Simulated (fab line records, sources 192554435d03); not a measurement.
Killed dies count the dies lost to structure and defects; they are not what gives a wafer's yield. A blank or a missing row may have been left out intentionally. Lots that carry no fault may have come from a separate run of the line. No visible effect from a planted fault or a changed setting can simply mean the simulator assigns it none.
Chamber matching :: flow n5-finfet :: N5_MOL_CONTACT_COAG_ETCH_59 on rie-diel-06: 4 sister chambers
The step etches underlayer in N2/H2, target depth 13 nm, time 10.4 s. 7 wafers are shown with their chamber, then 9 later ones without.

== WAFERS, EACH WITH ITS CHAMBER ==
wafer: L082.3
chamber: 3
drypump-motor-current-A (A): 6.5
showerhead-plenum-p-Torr (Torr): 2.66

wafer: L082.5
chamber: 3
drypump-motor-current-A (A): 6.4
showerhead-plenum-p-Torr (Torr): 2.67

wafer: L083.5
chamber: 1
drypump-motor-current-A (A): 5.9
showerhead-plenum-p-Torr (Torr): 2.38

wafer: L083.6
chamber: 0
drypump-motor-current-A (A): 4.9
showerhead-plenum-p-Torr (Torr): 2.43

wafer: L084.2
chamber: 1
drypump-motor-current-A (A): 5.9
showerhead-plenum-p-Torr (Torr): 2.38

wafer: L084.3
chamber: 2
drypump-motor-current-A (A): 6.2
showerhead-plenum-p-Torr (Torr): 2.49

wafer: L084.6
chamber: 0
drypump-motor-current-A (A): 4.9
showerhead-plenum-p-Torr (Torr): 2.42

== WAFERS WITHOUT THEIR CHAMBER ==
wafer: L087.1
drypump-motor-current-A (A): 4.9
showerhead-plenum-p-Torr (Torr): 2.42

wafer: L087.5
drypump-motor-current-A (A): 4.9
showerhead-plenum-p-Torr (Torr): 2.42

wafer: L087.6
drypump-motor-current-A (A): 6.2
showerhead-plenum-p-Torr (Torr): 2.49

wafer: L093.3
drypump-motor-current-A (A): 4.9
showerhead-plenum-p-Torr (Torr): 2.42

wafer: L093.4
drypump-motor-current-A (A): 6.4
showerhead-plenum-p-Torr (Torr): 2.65

wafer: L093.6
drypump-motor-current-A (A): 5.9
showerhead-plenum-p-Torr (Torr): 2.69

wafer: L097.3
drypump-motor-current-A (A): 6.2
showerhead-plenum-p-Torr (Torr): 2.48

wafer: L097.5
drypump-motor-current-A (A): 6.5
showerhead-plenum-p-Torr (Torr): 2.65

wafer: L097.6
drypump-motor-current-A (A): 4.9
showerhead-plenum-p-Torr (Torr): 2.41

== CHAMBER TAKEN BY EACH ==
wafer: L087.1
from the rows above: 0
in truth: 0

wafer: L087.5
from the rows above: 0
in truth: 0

wafer: L087.6
from the rows above: 2
in truth: 2

wafer: L093.3
from the rows above: 0
in truth: 0

wafer: L093.4
from the rows above: 3
in truth: 3

wafer: L093.6
from the rows above: 3
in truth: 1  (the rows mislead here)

wafer: L097.3
from the rows above: 2
in truth: 2

wafer: L097.5
from the rows above: 3
in truth: 3

wafer: L097.6
from the rows above: 0
in truth: 0
8 of 9 placed correctly. Left unplaced by these rows: 0. Number placed wrongly: 1.
How it was worked out, from the rows above alone: a wafer's distance from a chamber is the root of the sum, over the readings, of the square of ((its reading less the chamber's mean) divided by the reading's scatter). If the next closest chamber is less than 2 further off than the closest, the wafer can't be placed; otherwise it belongs to the closest. Each chamber's mean is taken over the wafers shown for it. How the scatter is found: for the shown wafers, subtract from each reading the mean of its chamber, square and add these, divide the total by (wafers less chambers), then take the root.
